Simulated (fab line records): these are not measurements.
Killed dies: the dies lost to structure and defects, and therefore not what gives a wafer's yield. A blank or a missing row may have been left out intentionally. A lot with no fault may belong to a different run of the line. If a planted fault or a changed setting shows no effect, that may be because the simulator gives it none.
Chamber matching / flow n5 finfet / N5_GATE_CUT_ETCH_19 on rie diel-02: 4 sister chambers
The step etches SiNx in CH3F/O2, target depth 53.7 nm, time 76.7 s. 8 wafers are shown with their chamber, then 11 later ones without.

## WAFERS WITH THEIR CHAMBER
wafer=L088.4; chamber=3; drypump motor current A (A)=5.8; throttle valve pct (%)=16.39
wafer=L089.1; chamber=0; drypump motor current A (A)=5.9; throttle valve pct (%)=15.80
wafer=L089.3; chamber=1; drypump motor current A (A)=5.4; throttle valve pct (%)=16.03
wafer=L089.6; chamber=3; drypump motor current A (A)=5.8; throttle valve pct (%)=16.40
wafer=L092.1; chamber=2; drypump motor current A (A)=5.2; throttle valve pct (%)=16.43
wafer=L092.2; chamber=1; drypump motor current A (A)=5.4; throttle valve pct (%)=16.02
wafer=L092.3; chamber=0; drypump motor current A (A)=5.9; throttle valve pct (%)=15.84
wafer=L094.2; chamber=2; drypump motor current A (A)=5.1; throttle valve pct (%)=16.44

## WAFERS WHOSE CHAMBER IS MISSING
wafer=L094.4; drypump motor current A (A)=5.4; throttle valve pct (%)=16.03
wafer=L094.6; drypump motor current A (A)=5.8; throttle valve pct (%)=16.41
wafer=L095.1; drypump motor current A (A)=5.4; throttle valve pct (%)=16.04
wafer=L095.4; drypump motor current A (A)=5.9; throttle valve pct (%)=15.84
wafer=L095.6; drypump motor current A (A)=5.9; throttle valve pct (%)=15.82
wafer=L096.2; drypump motor current A (A)=5.9; throttle valve pct (%)=15.83
wafer=L096.4; drypump motor current A (A)=5.4; throttle valve pct (%)=16.04
wafer=L096.6; drypump motor current A (A)=5.4; throttle valve pct (%)=16.05
wafer=L097.3; drypump motor current A (A)=5.4; throttle valve pct (%)=16.05
wafer=L097.4; drypump motor current A (A)=5.9; throttle valve pct (%)=15.84
wafer=L097.5; drypump motor current A (A)=5.4; throttle valve pct (%)=16.04

## WHICH CHAMBER EACH ONE RAN IN
wafer=L094.4; from the rows above=1; in truth=1
wafer=L094.6; from the rows above=3; in truth=3
wafer=L095.1; from the rows above=1; in truth=1
wafer=L095.4; from the rows above=0; in truth=0
wafer=L095.6; from the rows above=0; in truth=0
wafer=L096.2; from the rows above=0; in truth=0
wafer=L096.4; from the rows above=1; in truth=1
wafer=L096.6; from the rows above=1; in truth=1
wafer=L097.3; from the rows above=1; in truth=1
wafer=L097.4; from the rows above=0; in truth=0
wafer=L097.5; from the rows above=1; in truth=1
11 of 11 placed correctly. Left unplaced by these rows: 0. Number placed wrongly: 0.
How it was worked out, from the rows above alone: a wafer's distance from a chamber is the root of the sum, over the readings, of the square of ((its reading less the chamber's mean) divided by the reading's scatter). If the next closest chamber is less than 2 further off than the closest, the wafer can't be placed; otherwise it belongs to the closest. For every chamber, the mean is computed from those of its wafers that are shown. The scatter: take each reading less its chamber's mean, square it, sum over the shown wafers, divide by the number of wafers less the number of chambers, and take the root.
